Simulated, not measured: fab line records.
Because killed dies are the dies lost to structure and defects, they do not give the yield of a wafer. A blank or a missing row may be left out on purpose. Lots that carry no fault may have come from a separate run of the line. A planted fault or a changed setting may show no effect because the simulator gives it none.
2 desks, one fault -- flow nand_harc -- each desk has only its own numbers; what lay behind them comes last

FOR THE TOOL OWNER'S DESK: litho_track-06
At NHARC_P_M1_SOFTBAKE_04 (time 55 s), the tool's own readings, given per lot that ran on this tool as the mean of the sampled wafers with a number. If a lot's mean is further than 4 standard deviations from the usual mean, the lot is out of limits and carries the mark OUT (the distance appears in the brackets).
Columns: A = heater_power_total_W at NHARC_P_M1_SOFTBAKE_04, usual 188.46 W
lot,first seen here,A
L846,day 6 12:00,188.54
L849,day 8 02:00,188.50
L854,day 10 03:00,188.53
L860,day 12 12:00,207.63 (+99 or more) OUT
L867,day 15 11:00,188.56
This desk's finding: out of limits on L860; first on L860, day 12 12:00 (heater_power_total_W at NHARC_P_M1_SOFTBAKE_04). L846, L849, L854, L867: within limits.

THE DEFECT DESK
Inspection counts along the route, by lot: the mean over sampled wafers that carry a number. If a lot's mean is further than 4 standard deviations from the usual mean, the lot is out of limits and carries the mark OUT (the distance appears in the brackets).
Columns: A = raw_defect_count at NHARC_P_M0_INSPECT_27, usual 339
lot,first seen here,A
L845,day 6 04:25,352
L846,day 6 11:36,326
L848,day 7 08:46,399
L849,day 8 01:34,296
L851,day 8 11:37,590
L853,day 9 12:54,273
L854,day 10 02:28,396
L855,day 10 07:16,280
L860,day 12 11:22,313
L866,day 15 02:07,404
L867,day 15 10:41,779
L868,day 15 14:44,384
This desk found nothing out of limits on any of the 12 lots.

PUT TOGETHER
An alarm could have come from the tool owner's desk at day 12 12:00, on L860.
Nothing out of limits was seen by the defect desk.
The defect desk has L860 on record, within its limits.
Of the lots named, all ran NHARC_P_M1_SOFTBAKE_04 on litho_track-06.

WHAT THE SIMULATOR PUT IN
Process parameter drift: litho_track-06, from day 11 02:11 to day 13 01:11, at NHARC_P_M1_SOFTBAKE_04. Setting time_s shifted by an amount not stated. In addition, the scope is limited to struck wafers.
Lots struck among those shown: L860.
Each desk's first reading out of limits, in hours after the fault started: the tool owner's desk, 34.
